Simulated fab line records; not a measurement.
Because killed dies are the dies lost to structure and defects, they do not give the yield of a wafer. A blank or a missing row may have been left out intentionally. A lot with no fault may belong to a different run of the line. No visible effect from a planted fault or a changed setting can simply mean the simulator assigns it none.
Tool commonality check | flow nand-harc | Sample size 2 lots and 6 wafers

== WHY IT WAS OPENED ==
Flagged at NHARC_END_SORT_01: reading killed-at-array, on 2 of 2 lots. Fault-free wafers read 29, with a standard deviation of 8.4.
Rule: flag the lot when none of its wafers has a number, or when each of its wafers that has one lies beyond 4 standard deviations from that mean. As for the other lots, they are considered sound.

lot  | measured     | on        | killed-at-array, wafer by wafer | flag
L380 | day 22 07:05 | prober-02 | 674 672 675                     | FLAGGED
L384 | day 22 14:53 | prober-02 | 672 670 675                     | FLAGGED
On average the flagged lots' numbers are 673, which is +644 against the usual, or +77 standard deviations.

== WHICH TOOL EACH LOT WENT THROUGH ==
The record holds 4 process steps before the reading, out of a route of 1159 steps. In each cell: the tool, then ch and the chambers that the sampled wafers went through, then the start.
lot  | flag    | NHARC_A_STAIRCASE_ETCH_253         | NHARC_A_STAIRCASE_ETCH_294                  | NHARC_A_STAIRCASE_DEP_301       | NHARC_A_STAIRCASE_HM_OPEN_463
L380 | FLAGGED | rie-diel-08 ch 0,1,2, day 13 09:46 | rie-diel-12 ch 1,2, day 13 19:28 or earlier | pecvd-04 ch 0,1,2, day 13 19:28 | rie-diel-06 ch 1,2,3, day 22 07:05 or earlier
L384 | FLAGGED | rie-diel-12 ch 1,2,3, day 13 22:11 | rie-diel-06 ch 1,2, day 14 06:08 or earlier | pecvd-04 ch 0,1,2, day 14 06:08 | rie-diel-08 ch 2,3, day 22 14:53 or earlier
What the steps here do:
- NHARC_A_STAIRCASE_ETCH_253: etches the open film in C4F8/O2, target depth 50 nm, time 20.2 s.
- NHARC_A_STAIRCASE_ETCH_294: etches the open film in C4F8/O2/Ar, target depth 4992 nm, time 1212.4 s.
- NHARC_A_STAIRCASE_DEP_301: deposits SiON, target thk 30 nm.
- NHARC_A_STAIRCASE_HM_OPEN_463: chemistry O2/COS.
- NHARC_END_SORT_01

== FLAGGED OVER TOTAL, TOOL BY TOOL (the gauges that took the reading come last) ==
step                          | tool        | lots run | flagged | share of the flagged lots | sound lots run after its first flagged lot
NHARC_A_STAIRCASE_ETCH_253    | rie-diel-08 | 1        | 1       | some                      | 0
NHARC_A_STAIRCASE_ETCH_253    | rie-diel-12 | 1        | 1       | some                      | 0
NHARC_A_STAIRCASE_ETCH_294    | rie-diel-06 | 1        | 1       | some                      | 0
NHARC_A_STAIRCASE_ETCH_294    | rie-diel-12 | 1        | 1       | some                      | 0
NHARC_A_STAIRCASE_DEP_301     | pecvd-04    | 2        | 2       | all                       | 0
NHARC_A_STAIRCASE_HM_OPEN_463 | rie-diel-06 | 1        | 1       | some                      | 0
NHARC_A_STAIRCASE_HM_OPEN_463 | rie-diel-08 | 1        | 1       | some                      | 0
NHARC_END_SORT_01             | prober-02   | 2        | 2       | all                       | 0
Because NHARC_A_STAIRCASE_ETCH_294 lacks a start for some lots, the hours and order of its lots are taken from NHARC_A_STAIRCASE_DEP_301. Because NHARC_A_STAIRCASE_HM_OPEN_463 lacks a start for some lots, the hours and order of its lots are taken from NHARC_END_SORT_01.

== WHAT THE TABLE PERMITS ==
Rows of the table that ran all the flagged lots, 2 in number: pecvd-04 at NHARC_A_STAIRCASE_DEP_301; prober-02 at NHARC_END_SORT_01.
- pecvd-04 at NHARC_A_STAIRCASE_DEP_301: 2 of its 2 lots flagged. It ran no sound lot before its first flagged lot in this sample, so the start can't be narrowed down.
- prober-02 at NHARC_END_SORT_01: 2 of its 2 lots flagged. It ran no sound lot before its first flagged lot in this sample, so the start can't be narrowed down.
A lot count leaves these 2 tools indistinguishable: every one of them fits a fault beginning at some hour. More lots, or a look at what each step does to the wafer, might.

== WHAT THE SIMULATOR HAD INSERTED ==
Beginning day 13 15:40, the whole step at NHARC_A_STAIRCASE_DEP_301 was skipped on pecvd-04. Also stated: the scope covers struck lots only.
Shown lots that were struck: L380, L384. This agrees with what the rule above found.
